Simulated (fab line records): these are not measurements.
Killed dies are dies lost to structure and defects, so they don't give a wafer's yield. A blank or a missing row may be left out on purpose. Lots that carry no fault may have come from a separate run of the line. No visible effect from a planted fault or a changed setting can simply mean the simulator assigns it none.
Chamber matching | flow nand_harc | 4 sister chambers for NHARC_A_WL_FILL_STRIP_29 on rie_diel-08
The step strips in O2, time 20 s. 14 wafers are shown with their chamber, then 7 later ones without.

## WAFERS PAIRED WITH THEIR CHAMBERS
wafer  | chamber | showerhead_plenum_p_Torr (Torr) | drypump_motor_current_A (A) | oes_product_au (a.u.)
L396.1 | 3       | 3.57                            | 6.3                         | 0.991
L396.2 | 0       | 3.71                            | 6.4                         | 0.974
L396.3 | 2       | 3.49                            | 5.8                         | 0.997
L398.1 | 2       | 3.49                            | 5.8                         | 1.003
L398.3 | 0       | 3.71                            | 6.4                         | 0.974
L398.6 | 0       | 3.71                            | 6.4                         | 0.977
L403.1 | 3       | 3.57                            | 6.3                         | 0.997
L403.4 | 2       | 3.49                            | 5.8                         | 1.011
L403.5 | 2       | 3.49                            | 5.8                         | 1.014
L406.1 | 3       | 3.57                            | 6.3                         | 0.995
L406.3 | 2       | 3.49                            | 5.8                         | 1.016
L406.6 | 1       | 3.63                            | 5.2                         | 1.039
L404.1 | 2       | 3.49                            | 5.7                         | 1.029
L404.4 | 0       | 3.70                            | 6.4                         | 0.964

SIGNATURES (means of the wafers above)
reading                  | chamber 0 | chamber 1 | chamber 2 | chamber 3 | scatter within a chamber
showerhead_plenum_p_Torr | 3.7075    | 3.6300    | 3.4900    | 3.5700    | 0.00274
drypump_motor_current_A  | 6.400     | 5.200     | 5.783     | 6.300     | 0.0289
oes_product_au           | 0.97225   | 1.03900   | 1.01167   | 0.99433   | 0.00855
Rule: a wafer's distance from a chamber is the root of the sum, over the readings, of the square of ((its reading less the chamber's mean) divided by the reading's scatter). The wafer belongs to the nearest chamber; if the next one is less than 2 further off, it can't be placed. How the scatter is found: for the shown wafers, subtract from each reading the mean of its chamber, square and add these, divide the total by (wafers less chambers), then take the root.

## WAFERS WITHOUT THEIR CHAMBER
wafer  | showerhead_plenum_p_Torr (Torr) | drypump_motor_current_A (A) | oes_product_au (a.u.)
L404.5 | 3.63                            | 5.3                         | 1.027
L408.1 | 3.70                            | 6.4                         | 0.964
L408.2 | 3.57                            | 6.3                         | 0.992
L408.3 | 3.49                            | 5.8                         | 1.013
L409.4 | 3.49                            | 5.8                         | 1.025
L409.5 | 3.70                            | 6.4                         | 0.969
L409.6 | 3.57                            | 6.3                         | 0.997

## THE CHAMBER EACH PASSED THROUGH
wafer  | from the rows above | in truth
L404.5 | 1                   | 1
L408.1 | 0                   | 0
L408.2 | 3                   | 3
L408.3 | 2                   | 2
L409.4 | 2                   | 2
L409.5 | 0                   | 0
L409.6 | 3                   | 3
Placed correctly: 7 of 7. Number that these rows cannot place: 0. Wrongly placed: 0.
